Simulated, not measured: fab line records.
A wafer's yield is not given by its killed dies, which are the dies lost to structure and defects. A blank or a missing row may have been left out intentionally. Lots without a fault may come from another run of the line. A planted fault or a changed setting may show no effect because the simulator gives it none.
Chamber matching ; flow nand-harc ; 4 sister chambers for NHARC_A_STAIRCASE_DESCUM_443 on rie-diel-13
The step chemistry O2, time 3 s. 8 wafers are shown with their chamber, then 7 later ones without.

## WAFERS WITH THEIR CHAMBER
wafer;chamber;drypump-motor-current-A (A);showerhead-plenum-p-Torr (Torr)
L077.1;2;5.9;1.86
L077.2;1;5.7;1.85
L080.2;1;5.6;1.85
L091.2;2;5.9;1.85
L091.3;0;5.4;1.91
L091.6;3;6.3;1.87
L092.1;3;6.3;1.87
L092.3;0;5.4;1.91

## WAFERS WITH NO CHAMBER GIVEN
wafer;drypump-motor-current-A (A);showerhead-plenum-p-Torr (Torr)
L092.5;5.7;1.84
L094.1;6.3;1.86
L094.4;5.7;1.84
L094.5;5.4;1.91
L096.4;5.9;1.84
L096.5;5.7;1.84
L096.6;5.4;1.91

## WHICH CHAMBER EACH ONE RAN IN
wafer;from the rows above;in truth
L092.5;1;1
L094.1;3;3
L094.4;1;1
L094.5;0;0
L096.4;2;2
L096.5;1;1
L096.6;0;0
Placed correctly: 7 of 7. From these rows, 0 cannot be placed. Wrongly placed: 0.
How it was worked out, from the rows above alone: a wafer's distance from a chamber is the root of the sum, over the readings, of the square of ((its reading less the chamber's mean) divided by the reading's scatter). If the next closest chamber is less than 2 further off than the closest, the wafer can't be placed; otherwise it belongs to the closest. For every chamber, the mean is computed from those of its wafers that are shown. How the scatter is found: for the shown wafers, subtract from each reading the mean of its chamber, square and add these, divide the total by (wafers less chambers), then take the root.
